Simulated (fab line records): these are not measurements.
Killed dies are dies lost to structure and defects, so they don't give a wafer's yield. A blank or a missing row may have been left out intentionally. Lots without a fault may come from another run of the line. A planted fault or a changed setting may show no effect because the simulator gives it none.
Code-filled problem report in 8D (eight disciplines) form	flow n5-finfet	the parts of the form that need people (team, actions taken, sign-off) are left out

== 1. WHAT IS WRONG ==
killed-at-front-end at N5_PASSIVATION_PROBE_49 reads a mean of 1108 on 6 wafers of 2 lots; wafers without a fault read 43 with a standard deviation of 12. Relative to the usual mean, that is a shift of +89 standard deviations.
First observed at day 17 00:23: wafer L531.3, on prober-02. The record has a number at this step for 15 wafers belonging to 5 lots. Rule for "out", or "out of limits": more than 4 standard deviations from the usual mean. All remaining wafers that have a number are taken as sound.

== 2. WHAT IT IS; WHAT IT IS NOT ==
question	is	is not
which readings at this step	killed-at-front-end, killed-dies, killed-on-rim	killed_at_M0_to_M3, killed_at_M4_up, killed-at-other, killed-short
which lots	L531, L532	L521, L536, L540
which wafers of those lots	all that have a number	-
read on which tools	prober-02	prober-01
when	from day 17 00:23	up to then (3 sound wafers); but 6 sound wafers of L536, L540 came after

== 3. THE SUSPECTS, EACH WITH WHAT RULES IT OUT ==
Counting: any tool at a process step up to the reading is kept as a suspect provided that every lot that is out went through it and no sound lot did after the first of them.
- ald-sin-03 at N5_SPACER0_ALD_07 (deposits SiNx, target thk 2 nm): kept. It ran every lot that is out, first L531 (day 6 06:10), and no sound lot after that.
- ald-sin-03 at N5_SPACER0_ALD_00 (deposits SiOCN, target thk 3.5 nm, pulse time 3 s, purge time 2 s): kept. It ran every lot that is out, first L531 (day 6 06:20), and no sound lot after that.
- prober-02 at N5_PASSIVATION_PROBE_49: ruled out as a lasting fault. The sound lots L540 went through it after L531, its earliest lot that is out (day 17 00:23).
After counting, ald-sin-03 at N5_SPACER0_ALD_07 and ald-sin-03 at N5_SPACER0_ALD_00 remain.

== 4. THE CAUSE (what the simulator had put in) ==
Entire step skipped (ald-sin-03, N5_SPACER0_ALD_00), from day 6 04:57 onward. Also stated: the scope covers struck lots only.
This tool is one of the 2 suspects left after counting.

== 5. THE CHAIN OF EFFECTS, in route order ==
Each row: a reading where the mean over the struck wafers with a number is more than 3 standard deviations away from the usual. Readings are gone through only where the record gives a usual standard deviation; hours: the median, over the lots, of the time from a lot's start at the first step in this table giving one to that lot's start at this step; sigmas: the change measured in usual standard deviations.
hours	step	reading	usual	on struck wafers	change	sigmas
0	N5_PASSIVATION_PROBE_49	killed-at-front-end	43	1108	+1065	+89
0	N5_PASSIVATION_PROBE_49	killed-dies	106	1180	+1074	+63
0	N5_PASSIVATION_PROBE_49	killed-on-rim	14	152	+138	+36
It contains these process steps:
- N5_PASSIVATION_PROBE_49
Readings that are blank on the struck wafers while sound wafers have them: chamber-pressure-Torr at N5_SPACER0_ALD_00; heater-power-w at N5_SPACER0_ALD_00; precursor-pulse-height-rel at N5_SPACER0_ALD_00.

== 6. WHAT WOULD HAVE CAUGHT IT SOONER ==
259 hours passed between the start of the fault at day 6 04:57 and the first reading out of limits in this record, taken at day 17 00:23.
At N5_SPACER0_ALD_00 the tool's readings are blank on the struck wafers, where sound wafers have them: an empty tool record is the first sign, and it was there at once.
By day 17 00:23 the whole set of lots that are out, 2 in number, had already begun N5_SPACER0_ALD_00 on ald-sin-03. Had the tool been put on hold then, not one of them would have been saved.
